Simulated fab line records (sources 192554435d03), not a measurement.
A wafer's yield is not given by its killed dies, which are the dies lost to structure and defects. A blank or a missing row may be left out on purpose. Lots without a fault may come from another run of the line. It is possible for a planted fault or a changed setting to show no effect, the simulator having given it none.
Problem report in the 8D (eight disciplines) form, filled by code + flow n5 finfet + the parts of the form that need people (team, actions taken, sign-off) are left out

## 1. THE ISSUE
raw defect count at N5_BEOL_M12_INSPECT_55 reads a mean of 4814 on 1 wafer of 1 lot; wafers without a fault read 70 with a standard deviation of 21. That is +99 or more standard deviations from the usual mean.
The step: inspects for defects (darkfield).
Seen first at day 16 19:04 on defect inspect-01, wafer L849.2. At this step, 9 wafers from 3 lots have a number in the record. By rule, "out" or "out of limits" means more than 4 standard deviations away from the usual mean. The rest of the wafers with a number are treated as sound.

## 2. WHAT THIS IS AND IS NOT
| question                    | is                | is not                                                             |
|-----------------------------|-------------------|--------------------------------------------------------------------|
| which readings at this step | raw defect count  | -                                                                  |
| which lots                  | L849              | L835, L857                                                         |
| which wafers of those lots  | L849.2            | L849.1, L849.4                                                     |
| read on which gauges        | defect inspect-01 | defect inspect-02                                                  |
| when                        | from day 16 19:04 | up to then (5 sound wafers); but 3 sound wafers of L857 came after |

## 3. WHAT RULES OUT EACH SUSPECT
Counting: a tool at a process step up to the reading stays a suspect if it ran every lot that is out. Sound lots after the first of them don't rule it out here, since some wafers of a struck lot are sound.
- the gauge at N5_BEOL_M12_INSPECT_55 is ruled out. All the wafers that are out were read on defect inspect-01, but those of them that N5_BEOL_M12_CMP_49 has rows for are out there too, on other tools.
- cmp-04 at N5_BEOL_M12_CMP_49 (polishes, stops on SiOC, t overpolish 20.6 s, target thk 320 nm): kept. It ran the lot that is out, L849 (day 16 18:39); its last sound lot up to then is L835 (day 12 11:47). Its own barrier field endpoint s, head pressure psi, overpolish run s readings are out on those wafers.
- In cmp-04 at N5_BEOL_M12_CMP_49, the wafers that are out were processed in chamber 0 and their sound lot-mates in chambers 1, 3.
Left after counting: cmp-04 at N5_BEOL_M12_CMP_49.

## 4. THE CAUSE (what the simulator had put in)
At N5_BEOL_M12_CMP_49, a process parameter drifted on cmp-04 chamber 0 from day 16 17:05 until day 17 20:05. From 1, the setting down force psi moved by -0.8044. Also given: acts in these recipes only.
Counting left only this tool.

## 5. THE CHAIN OF EFFECTS, in route order
Rows list readings where the struck wafers' mean (over those with a number) sits beyond 3 standard deviations from the usual. Only readings for which the record gives a usual standard deviation are gone through. hours: the time from each lot's start at the first step in this table that gives one to its start at this step, as a median over the lots. sigmas: the change in usual standard deviations.
| hours | step                    | reading                  | usual      | on struck wafers | change  | sigmas      |
|-------|-------------------------|--------------------------|------------|------------------|---------|-------------|
| 0     | N5_BEOL_M12_CMP_49      | barrier field endpoint s | 30.0 s     | 66.2             | +36.2   | +37         |
| 0     | N5_BEOL_M12_CMP_49      | head pressure psi        | 0.9996 psi | 0.1967           | -0.8029 | -99 or more |
| 0     | N5_BEOL_M12_CMP_49      | overpolish run s         | 20.599 s   | 0.036            | -20.563 | -99 or more |
| 0     | N5_BEOL_M12_INSPECT_55  | raw defect count         | 70         | 4814             | +4744   | +99 or more |
| 40    | N5_PASSIVATION_PROBE_49 | defect limited yield     | 91.2 %     | 0.0              | -91.2   | -65         |
| 40    | N5_PASSIVATION_PROBE_49 | killed_at_M4_up          | 14         | 1093             | +1079   | +99 or more |
| 40    | N5_PASSIVATION_PROBE_49 | killed dies              | 103        | 1180             | +1077   | +63         |
| 40    | N5_PASSIVATION_PROBE_49 | killed on rim            | 14         | 152              | +138    | +39         |
| 40    | N5_PASSIVATION_PROBE_49 | sort n pass              | 1077       | 0                | -1077   | -63         |
| 40    | N5_PASSIVATION_PROBE_49 | sort yield pct           | 91.2 %     | 0.0              | -91.2   | -65         |
The process steps in it:
- N5_BEOL_M12_CMP_49: polishes, stops on SiOC, t overpolish 20.6 s, target thk 320 nm.
- N5_PASSIVATION_PROBE_49

## 6. HOW IT WOULD HAVE BEEN CAUGHT EARLIER
In this record the first reading out of limits at a measuring or inspecting step was taken at day 16 19:04, 2 hours after the fault began at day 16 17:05.
Tool's own readings at N5_BEOL_M12_CMP_49, barrier field endpoint s, head pressure psi, overpolish run s: out on all struck wafers the step has rows for; an alarm limit on them would have tripped on the first.
By day 16 19:04, every lot that is out (1) had started N5_BEOL_M12_CMP_49 on cmp-04. None of them would have been spared by holding the tool at that moment.
